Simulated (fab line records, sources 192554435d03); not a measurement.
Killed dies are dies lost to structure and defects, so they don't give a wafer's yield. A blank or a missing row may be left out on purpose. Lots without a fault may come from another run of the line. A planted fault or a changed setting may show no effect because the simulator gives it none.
Which tool did it? | flow n5_finfet | 12 lots, 36 wafers sampled, at 4 steps of a route of 1938

WHAT THE GAUGES READ, wafer by wafer
N5_BEOL_M11_OVL_MEAS_12.
lot  | measured     | on         | M11_OVL (nm)
L914 | day 10 06:21 | overlay-02 | 0.8 -0.9 -0.6
L917 | day 10 22:17 | overlay-02 | -0.9 0.5 -0.6
L920 | day 11 22:13 | overlay-01 | 0.6 -0.5 0.5
L922 | day 12 05:52 | overlay-02 | -0.9 -0.1 -0.8
L930 | day 14 09:52 | overlay-02 | -0.9 0.3 0.6
L928 | day 14 05:13 | overlay-02 | 0.0 -0.2 -0.3
L931 | day 14 15:03 | overlay-02 | 1.0 -1.3 1.2
L929 | day 14 19:32 | overlay-02 | -0.3 -0.3 -0.2
L933 | day 15 14:33 | overlay-01 | -0.5 -0.3 -0.5
L936 | day 16 08:59 | overlay-02 | 1.1 0.5 1.6
L935 | day 16 11:17 | overlay-01 | 0.6 0.6 1.4
L937 | day 16 16:05 | overlay-02 | -0.2 0.6 -0.8

WHICH TOOL RAN EACH LOT (tool, then ch and the chambers of the sampled wafers, then the start)
lot  | N5_BEOL_M11_ILD_DEP_00          | N5_BEOL_M11_CURE_71           | N5_BEOL_M11_COAT_05
L914 | pecvd-02 ch 0,1,2, day 10 03:38 | uv_cure-01 ch 0, day 10 04:11 | litho_track-04 ch 0, day 10 06:05
L917 | pecvd-04 ch 0,2, day 10 19:47   | uv_cure-02 ch 1, day 10 20:52 | litho_track-02 ch 0, day 10 21:53
L920 | pecvd-03 ch 0,1,2, day 11 20:37 | uv_cure-01 ch 2, day 11 20:42 | litho_track-02 ch 0, day 11 21:57
L922 | pecvd-03 ch 1,2, day 12 03:17   | uv_cure-01 ch 2, day 12 03:27 | litho_track-02 ch 0, day 12 05:28
L930 | pecvd-02 ch 0,1, day 14 01:52   | uv_cure-02 ch 2, day 14 02:47 | litho_track-03 ch 0, day 14 09:35
L928 | pecvd-02 ch 0,1,2, day 14 02:58 | uv_cure-03 ch 1, day 14 03:12 | litho_track-03 ch 0, day 14 04:49
L931 | pecvd-03 ch 0,1,2, day 14 12:50 | uv_cure-01 ch 1, day 14 12:58 | litho_track-04 ch 0, day 14 14:40
L929 | pecvd-02 ch 0,1, day 14 13:35   | uv_cure-02 ch 1, day 14 13:50 | litho_track-03 ch 0, day 14 19:17
L933 | pecvd-02 ch 0,1,2, day 15 10:58 | uv_cure-03 ch 1, day 15 11:22 | litho_track-02 ch 0, day 15 14:10
L936 | pecvd-04 ch 0,1,2, day 16 06:06 | uv_cure-03 ch 2, day 16 07:21 | litho_track-03 ch 0, day 16 08:29
L935 | pecvd-02 ch 1,2, day 16 06:47   | uv_cure-03 ch 1, day 16 08:52 | litho_track-04 ch 0, day 16 10:53
L937 | pecvd-03 ch 0,1,2, day 16 14:25 | uv_cure-03 ch 1, day 16 14:34 | litho_track-04 ch 0, day 16 15:41
- N5_BEOL_M11_ILD_DEP_00: deposits SiCOH lowk from DEMS/porogen, target thk 308.51 nm, time 58 s.
- N5_BEOL_M11_CURE_71: cures SiCOH lowk, time 240 s.
- N5_BEOL_M11_COAT_05: resist thk 90 nm.

WHAT THE TOOLS THEMSELVES READ (means of the sampled wafers that have a number; where no wafer has one, the mark that the record gives instead)
N5_BEOL_M11_ILD_DEP_00.
lot  | tool     | chamber_pressure_Torr (Torr) | heater_power_w (W) | showerhead_plenum_p_Torr (Torr) | throttle_valve_pct (%)
L914 | pecvd-02 | 5.000                        | 336                | 5.733                           | 13.9
L917 | pecvd-04 | 5.004                        | 340                | 5.731                           | 13.8
L920 | pecvd-03 | 4.998                        | 261                | 5.719                           | 14.0
L922 | pecvd-03 | 4.998                        | 279                | 5.729                           | 13.9
L930 | pecvd-02 | 5.013                        | 287                | 5.747                           | 13.9
L928 | pecvd-02 | 5.009                        | 322                | 5.738                           | 13.9
L931 | pecvd-03 | 4.998                        | 250                | 5.725                           | 14.2
L929 | pecvd-02 | 4.993                        | 298                | 5.736                           | 13.9
L933 | pecvd-02 | 5.005                        | 348                | 5.739                           | 13.9
L936 | pecvd-04 | 4.999                        | 391                | 5.720                           | 13.6
L935 | pecvd-02 | 4.999                        | 294                | 5.739                           | 13.7
L937 | pecvd-03 | 5.004                        | 263                | 5.710                           | 14.4

N5_BEOL_M11_CURE_71.
lot  | tool       | lamp_power_pct (%) | wafer_temp_C_max
L914 | uv_cure-01 | 52.26              | 386.6
L917 | uv_cure-02 | 52.35              | 387.7
L920 | uv_cure-01 | 52.34              | 387.9
L922 | uv_cure-01 | 52.32              | 387.2
L930 | uv_cure-02 | 52.28              | 386.5
L928 | uv_cure-03 | 52.29              | 387.6
L931 | uv_cure-01 | 52.34              | 386.6
L929 | uv_cure-02 | 52.35              | 388.0
L933 | uv_cure-03 | 52.30              | 387.8
L936 | uv_cure-03 | 52.31              | 386.8
L935 | uv_cure-03 | 52.33              | 387.8
L937 | uv_cure-03 | 52.29              | 387.8

N5_BEOL_M11_COAT_05.
lot  | tool           | spin_speed_rpm (rpm)
L914 | litho_track-04 | 1500.6
L917 | litho_track-02 | 1498.1
L920 | litho_track-02 | 1408.9
L922 | litho_track-02 | 1409.8
L930 | litho_track-03 | 1500.7
L928 | litho_track-03 | 1500.4
L931 | litho_track-04 | 1499.1
L929 | litho_track-03 | 1500.9
L933 | litho_track-02 | 1500.8
L936 | litho_track-03 | 1500.6
L935 | litho_track-04 | 1500.1
L937 | litho_track-04 | 1499.8

THE ANSWER, worked out from the rows above alone
Rule: what is usual is taken from the lots themselves. Put in order of their means at a reading, lots are off if they are a third of the lots or fewer, leave a main group of 4 or more, and stand apart from it by a gap of 3 or more times the standard deviation of the main group's means; of several such gaps the widest counts. A main group whose means are all the same, to the digits that the tables above print for the reading, isn't used. A lot without any number at a reading at which 4 lots or more have one is off too. The other lots that the step has rows for count as sound. The gauges are gone through in route order, then the tools' own readings, and for those a lot's mean is taken as printed above. The first step at which some lot is off is used, and at that step the reading that is off furthest; a lot without a number counts as furthest.
Off: L920, L922, at N5_BEOL_M11_COAT_05 (spin_speed_rpm). The main group: mean 1500.1 rpm, standard deviation 0.85.
A tool fits if, at that step or a process step before it, it ran every lot that is off, and no sound lot after the first of them. None of those tried fits.

WHAT THE SIMULATOR HAD PUT IN
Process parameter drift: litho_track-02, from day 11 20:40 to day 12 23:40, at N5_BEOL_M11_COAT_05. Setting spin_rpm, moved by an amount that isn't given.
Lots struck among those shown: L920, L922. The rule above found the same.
